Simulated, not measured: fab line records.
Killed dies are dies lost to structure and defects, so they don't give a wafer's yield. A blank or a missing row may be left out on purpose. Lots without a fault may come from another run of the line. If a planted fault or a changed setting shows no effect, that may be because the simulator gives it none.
What tool caused it? || flow n5_finfet || 9 lots, 27 wafers sampled, at 2 steps of a route of 1938

## WHAT EACH GAUGE READ, for each wafer
N5_FIN_SAQP_INSPECT_18: inspects for defects (brightfield).
{"lot": "L342", "measured": "day 3 10:07", "on": "defect_inspect-01", "raw_defect_count": "642 382 441"}
{"lot": "L344", "measured": "day 3 22:09", "on": "defect_inspect-01", "raw_defect_count": "333 449 570"}
{"lot": "L351", "measured": "day 5 16:50", "on": "defect_inspect-02", "raw_defect_count": "548 541 579"}
{"lot": "L352", "measured": "day 5 22:38", "on": "defect_inspect-01", "raw_defect_count": "394 333 455"}
{"lot": "L353", "measured": "day 6 03:43", "on": "defect_inspect-01", "raw_defect_count": "835 883 926"}
{"lot": "L355", "measured": "day 6 15:36", "on": "defect_inspect-02", "raw_defect_count": "871 827 1088"}
{"lot": "L356", "measured": "day 6 22:38", "on": "defect_inspect-01", "raw_defect_count": "835 853 876"}
{"lot": "L358", "measured": "day 7 10:40", "on": "defect_inspect-02", "raw_defect_count": "326 269 333"}
{"lot": "L359", "measured": "day 7 19:39", "on": "defect_inspect-01", "raw_defect_count": "392 409 349"}

## WHAT TOOL EACH LOT RAN ON (gives the tool, then ch and the chambers of the sampled wafers, and finally the start)
{"lot": "L342", "N5_FIN_SAQP_HM_DEP_72": "pecvd-04 ch 0,1, day 3 09:36"}
{"lot": "L344", "N5_FIN_SAQP_HM_DEP_72": "pecvd-01 ch 0,1, day 3 21:46"}
{"lot": "L351", "N5_FIN_SAQP_HM_DEP_72": "pecvd-01 ch 0,1, day 5 16:20"}
{"lot": "L352", "N5_FIN_SAQP_HM_DEP_72": "pecvd-03 ch 1,2, day 5 22:05"}
{"lot": "L353", "N5_FIN_SAQP_HM_DEP_72": "pecvd-01 ch 1,2, day 6 03:12"}
{"lot": "L355", "N5_FIN_SAQP_HM_DEP_72": "pecvd-01 ch 0,1,2, day 6 15:13"}
{"lot": "L356", "N5_FIN_SAQP_HM_DEP_72": "pecvd-01 ch 0,1,2, day 6 22:07"}
{"lot": "L358", "N5_FIN_SAQP_HM_DEP_72": "pecvd-03 ch 0,1,2, day 7 10:10"}
{"lot": "L359", "N5_FIN_SAQP_HM_DEP_72": "pecvd-04 ch 0,1,2, day 7 19:16"}
- N5_FIN_SAQP_HM_DEP_72: deposits SiO2 from SiH4/N2O, target thk 12 nm, time 7.2 s.

## THE ANSWER, worked out from the rows above alone
Rule: what is usual is taken from the lots themselves. The widest of any qualifying gaps counts: lots, ordered by their means at a reading, are off when they make up no more than a third of the lots, leave a main group of 4 or more, and stand apart from it by 3 or more times the standard deviation of that group's means. If all means in a main group match to the digits the tables above print for the reading, that group is not used. A lot without any number at a reading at which 4 lots or more have one is off too. All remaining lots with rows at the step are treated as sound.
Off: L353, L355, L356 (N5_FIN_SAQP_INSPECT_18, raw_defect_count). For the main group the mean is 430 and the standard deviation 79.
If a tool, at a process step before that reading, ran all the lots that are off and no sound lot after the first of them, it fits. Those tools and the gauges at N5_FIN_SAQP_INSPECT_18 are tried in the same way. One fits: N5_FIN_SAQP_HM_DEP_72 on pecvd-01. Its last sound lot is L351 (day 5 16:20), its first lot that is off L353 (day 6 03:12): a fault that began between those two fits.

## WHAT THE SIMULATOR PUT IN
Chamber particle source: pecvd-01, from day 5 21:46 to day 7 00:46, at N5_FIN_SAQP_HM_DEP_72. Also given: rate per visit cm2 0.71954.
Lots struck among those shown: L353, L355, L356. The rule above found the same.
